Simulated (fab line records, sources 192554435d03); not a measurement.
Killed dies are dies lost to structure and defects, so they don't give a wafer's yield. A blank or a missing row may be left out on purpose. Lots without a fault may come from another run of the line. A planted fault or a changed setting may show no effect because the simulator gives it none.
Split-lot experiment | flow n5_finfet | 7 lots, 21 wafers read, on a route of 1938 steps

THE SPLIT
At N5_BEOL_M15_COAT_22 (resist thk 800 nm), the setting spin_rpm was moved away from the recipe's 1704 rpm on 5 of the 21 wafers read, by -8.5% to +10.0%. The other wafers ran this setting at the recipe's value.

FROM THE SPLIT TO THE READING: what the file shows between them, 4 steps
- N5_BEOL_M15_EBR_24
- N5_BEOL_M15_SOFTBAKE_23: time 60 s
- N5_BEOL_M15_DESCUM_33: chemistry O2, time 7.9 s
- N5_BEOL_M15_ETCH_61: etches BARC in N2/H2, target depth 89 nm, overetch 26.7 nm, time 67.9 s

THE READING
coat_of_BEOL_M15_COAT_22.thk_nm (the simulator's own value, which no gauge read), in nm, at N5_BEOL_M15_TRENCH_ETCH_34 (etches SiO2 in C4F8/O2/Ar, target depth 872.93 nm, time 199 s). The file gives no usual value for it. The 16 wafers here that ran the recipe average 542.1 nm, standard deviation 5.9 nm.

wafer  | tool, chamber at the split | spin_rpm as run, rpm | against the recipe | coat_of_BEOL_M15_COAT_22.thk_nm, nm | against lot-mates on the recipe
L074.4 | litho_track-03, 0          | 1597                 | -6.3%              | 562.4                               | +26.5
L074.5 | litho_track-03, 0          | 1704                 | recipe             | 534.8                               | -
L074.6 | litho_track-03, 0          | 1704                 | recipe             | 537                                 | -
L081.1 | litho_track-01, 0          | 1704                 | recipe             | 538.4                               | -
L081.5 | litho_track-01, 0          | 1559                 | -8.5%              | 573.6                               | +35.2
L081.6 | litho_track-01, 0          | 1559                 | -8.5%              | 574.8                               | +36.4
L084.2 | litho_track-05, 0          | 1704                 | recipe             | 552.6                               | -
L084.4 | litho_track-05, 0          | 1704                 | recipe             | 554.4                               | -
L084.6 | litho_track-05, 0          | 1704                 | recipe             | 542.8                               | -
L086.2 | litho_track-05, 0          | 1704                 | recipe             | 546.6                               | -
L086.3 | litho_track-05, 0          | 1704                 | recipe             | 543                                 | -
L086.4 | litho_track-05, 0          | 1704                 | recipe             | 539.4                               | -
L088.2 | litho_track-03, 0          | 1704                 | recipe             | 546.8                               | -
L088.4 | litho_track-03, 0          | 1704                 | recipe             | 537.4                               | -
L088.6 | litho_track-03, 0          | 1704                 | recipe             | 540.4                               | -
L093.1 | litho_track-01, 0          | 1874                 | +10.0%             | 502.8                               | -33.4
L093.2 | litho_track-01, 0          | 1704                 | recipe             | 536.2                               | -
L093.3 | litho_track-01, 0          | 1874                 | +10.0%             | 498                                 | -38.2
L094.2 | litho_track-05, 0          | 1704                 | recipe             | 545.2                               | -
L094.3 | litho_track-05, 0          | 1704                 | recipe             | 533.2                               | -
L094.4 | litho_track-05, 0          | 1704                 | recipe             | 545.4                               | -

THE FIT
A straight line over all 21 wafers: coat_of_BEOL_M15_COAT_22.thk_nm changes by -3.93 nm for each +1% of spin_rpm; r = -0.95; the points scatter about the line by 5.6 nm.
The same after taking each lot's own level away (the mean of its wafers on the recipe; 21 wafers): -3.88 nm for each +1%; r = -0.98; scatter 3.9 nm.
On that fit, the largest move of spin_rpm shifts the reading by 39 nm.
The lots' own levels span 535.90 to 549.93 nm, that is 2.4 times the standard deviation above.
So the lot-to-lot level changes the slope little: the two slopes agree.
Check: with one of the wafers moved furthest among these (+10.0%) left out of the fit, the line predicts -40.2 nm for it against its lot-mates. It came out at -33.4 nm against them.

OTHER SPLITS ON THESE WAFERS
These wafers also went through other splits before the reading. Each is held against what the fit with the lots' levels taken away leaves over:
other split on the same wafers | wafers away from the commonest value | r with coat_of_BEOL_M15_COAT_22.thk_nm (lot level and that fit taken away)
N5_BEOL_M12_SPUTTER_44 power_w | 7                                    | -0.10
N5_BEOL_M14_ETCH_68 time_s     | 7                                    | +0.10

THE WHOLE CHAIN: every reading that the file lists as answering this split, in the file's order
step                       | what it does                                                            | reading                                                                          | change (the file's fit)              | r (the file's)
N5_BEOL_M15_COAT_22        | resist thk 800 nm                                                       | coat_of_BEOL_M15_COAT_22.thk_nm (the simulator's own value, which no gauge read) | -4.09 nm for each +1% of the setting | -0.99
N5_BEOL_M15_ETCH_61        | etches BARC in N2/H2, target depth 89 nm, overetch 26.7 nm, time 67.9 s | coat_of_BEOL_M15_COAT_22.thk_nm (the simulator's own value, which no gauge read) | -4.05 nm for each +1% of the setting | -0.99
N5_BEOL_M15_TRENCH_ETCH_34 | etches SiO2 in C4F8/O2/Ar, target depth 872.93 nm, time 199 s           | coat_of_BEOL_M15_COAT_22.thk_nm (the simulator's own value, which no gauge read) | -3.92 nm for each +1% of the setting | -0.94

THE FILE'S OWN FIT
coat_of_BEOL_M15_COAT_22.thk_nm changes by -3.92 nm for each +1% of spin_rpm, r = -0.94.
